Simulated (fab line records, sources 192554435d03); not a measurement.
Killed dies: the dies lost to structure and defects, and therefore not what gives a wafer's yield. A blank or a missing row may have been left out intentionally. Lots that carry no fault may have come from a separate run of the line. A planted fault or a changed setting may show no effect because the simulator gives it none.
Chamber matching ; flow n5_finfet ; pecvd-03 running N5_BEOL_M0_SAQP_ILD_DEP_01: 3 sister chambers
The step deposits SiOC from DEMS/O2, target thk 45.419 nm, time 8.7 s. 6 wafers are shown with their chamber, then 8 later ones without.

== WAFERS, EACH WITH ITS CHAMBER ==
wafer;chamber;heater_power_w (W);showerhead_plenum_p_Torr (Torr)
L084.4;0;517;5.676
L085.4;1;462;5.676
L092.2;1;502;5.689
L092.4;2;626;5.695
L092.6;0;567;5.676
L093.2;2;632;5.712

== WAFERS WITH NO CHAMBER GIVEN ==
wafer;heater_power_w (W);showerhead_plenum_p_Torr (Torr)
L093.5;590;5.687
L093.6;496;5.688
L094.1;624;5.687
L094.4;532;5.683
L094.6;460;5.686
L095.1;548;5.694
L095.3;617;5.688
L095.4;466;5.674

== WHICH CHAMBER EACH WENT THROUGH ==
wafer;from the rows above;in truth
L093.5;can't be placed: 0 or 2 or 1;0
L093.6;can't be placed: 1 or 0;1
L094.1;can't be placed: 2 or 0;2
L094.4;can't be placed: 0 or 1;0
L094.6;1;1
L095.1;can't be placed: 0 or 1 or 2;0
L095.3;can't be placed: 2 or 0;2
L095.4;can't be placed: 1 or 0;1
1 of 8 placed correctly. Cannot be placed on the basis of these rows: 7; the candidates contain the true chamber in 7. Number placed wrongly: 0.
How it was worked out, from the rows above alone: a wafer's distance from a chamber is the root of the sum, over the readings, of the square of ((its reading less the chamber's mean) divided by the reading's scatter). The wafer belongs to the nearest chamber; if the next one is less than 2 further off, it can't be placed. A chamber's mean is the mean of its shown wafers. The scatter: take each reading less its chamber's mean, square it, sum over the shown wafers, divide by the number of wafers less the number of chambers, and take the root.
